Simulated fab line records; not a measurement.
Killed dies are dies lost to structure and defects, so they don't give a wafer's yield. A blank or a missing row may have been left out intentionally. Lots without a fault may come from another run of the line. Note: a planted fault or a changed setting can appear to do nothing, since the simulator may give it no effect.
A struck lot beside a sound one / flow n5 finfet / 16 out of 1938 route steps
Sound: these wafers, L176.3, L176.4, L176.5. Struck: wafer L178.5. (L178.6 of the same lot was not struck and is left out.) The cause comes at the end.
Order at every step that has rows: each side's tool, ch and its chambers, its first start. Under that, the readings that differ: sound wafers / struck wafers / difference of the means / sigmas: that difference in standard deviations of wafers without a fault.
alike: readings whose means differ by less than 2 such deviations, and words and numbers that are the same on both sides. not compared: withheld readings, readings that some wafer has no value for, bounds like >300 that may hide the same value, and numbers for which the record gives no deviation and whose values overlap.
A row with sigmas, a row that says differs or no value, or rows on one side alone: a step with any of these is where the two part. Non-overlapping numbers with no deviation appear without sigmas and do not part them. A reading missing from all wafers of one side parts the sides only when that side holds two or more wafers.

first, 4 steps without rows for these wafers: N5_SDB_SOFTBAKE_06 (time 60 s); N5_SDB_EXPOSE_08 (exposes mask SDB); N5_SDB_PEB_09 (peb time 60 s); N5_SDB_DEVELOP_10 (develop time 30 s).
N5_SDB_CD_MEAS_11: the cd target is 50 nm.
  sound on cd sem-01 ch 0, day 6 05:02; struck on cd sem-03 ch 0, day 6 21:42
  alike: cd nm
N5_SDB_OVL_MEAS_12:
  sound on overlay-01 ch 0, day 6 05:04; struck on overlay-01 ch 0, day 6 21:44
  alike: SDB_OVL
N5_SDB_INSPECT_13: inspects for defects (brightfield).
  sound: defect inspect-02 at day 6 05:05; struck: defect inspect-01 at day 6 21:45
reading=raw defect count; sound=162 94 128; struck=33; difference=-95; sigmas=-3
N5_SDB_DESCUM_16: chemistry O2, time 7.9 s.
  sound on rie diel-03 ch 0,1,2, day 6 05:13; struck on rie diel-05 ch 2, day 6 21:48
  alike: drypump motor current A, oes product au, rf vpp V, showerhead plenum p Torr, throttle valve pct
  not compared: rf hours counter h
N5_SDB_ETCH_17: etches SiARC in CF4, target depth 23.4 nm, time 39 s.
  sound on rie diel-03 ch 0,1,2, day 6 05:15; struck on rie diel-05 ch 2, day 6 21:50
  alike: drypump motor current A, etch rf on time s, mfc ar sccm, oes product au, rf vpp V, showerhead plenum p Torr, throttle valve pct
  not compared: rf hours counter h
N5_SDB_ETCH_18: etches SOC in N2/H2, target depth 100 nm, overetch 20 nm, time 150 s.
  sound on rie diel-03 ch 0,1,2, day 6 05:17; struck on rie diel-05 ch 2, day 6 21:55
  alike: drypump motor current A, oes product au, rf vpp V, showerhead plenum p Torr, throttle valve pct
  not compared: rf hours counter h
then, 1 step without rows for these wafers: N5_SDB_STRIP_19 (strips in N2/H2).
N5_SDB_STRIP_21: strips in CF4.
  sound on rie diel-03 ch 0,1,2, day 6 05:25; struck on rie diel-05 ch 2, day 6 22:00
  alike: drypump motor current A, oes product au, power w, rf vpp V, showerhead plenum p Torr, throttle valve pct
  not compared: rf hours counter h
N5_SDB_HM_OPEN_20: chemistry CH3F/O2, target SiNx, stops on poly-Si, target depth 24 nm.
  sound on rie diel-03 ch 0,1,2, day 6 05:26; struck on rie diel-05 ch 2, day 6 22:02
reading=model.SOC_of_SDB_COAT_03.thk nm (nm); sound=84.6 83.4 84.4; struck=77.4; difference=-6.7; sigmas=
  alike: O2_flow_sccm, drypump motor current A, mfc ar sccm, oes product au, rf vpp V, showerhead plenum p Torr, throttle valve pct
  not compared: rf hours counter h
N5_SDB_STRIP_22: strips in N2/H2.
  sound on plasma asher-01 ch 0,1, day 6 05:34; struck on plasma asher-01 ch 0, day 6 22:10
reading=strip time to endpoint s (s); sound=96.8 95.7 96.5; struck=90.0; difference=-6.3; sigmas=-16
  alike: drypump motor current A, heater power w, oes product au
  not compared: rf hours counter h
then, 1 step without rows for these wafers: N5_SDB_PRECLEAN_23 (cleans in dHF, time 30 s).
-- the record jumps here: 9 days lie between the struck wafers' starts before and after (it left off in module SDB and takes up again in module PASSIVATION, whose first step shown is number 1936 of the route) --
N5_PASSIVATION_PROBE_49:
  the record has rows for the struck wafers here (prober-01, day 16 02:19) and none for the sound ones

WHERE THEY PART
Last at N5_PASSIVATION_PROBE_49 as far as this record goes, first at N5_SDB_INSPECT_13.

WHY: what the simulator had put in
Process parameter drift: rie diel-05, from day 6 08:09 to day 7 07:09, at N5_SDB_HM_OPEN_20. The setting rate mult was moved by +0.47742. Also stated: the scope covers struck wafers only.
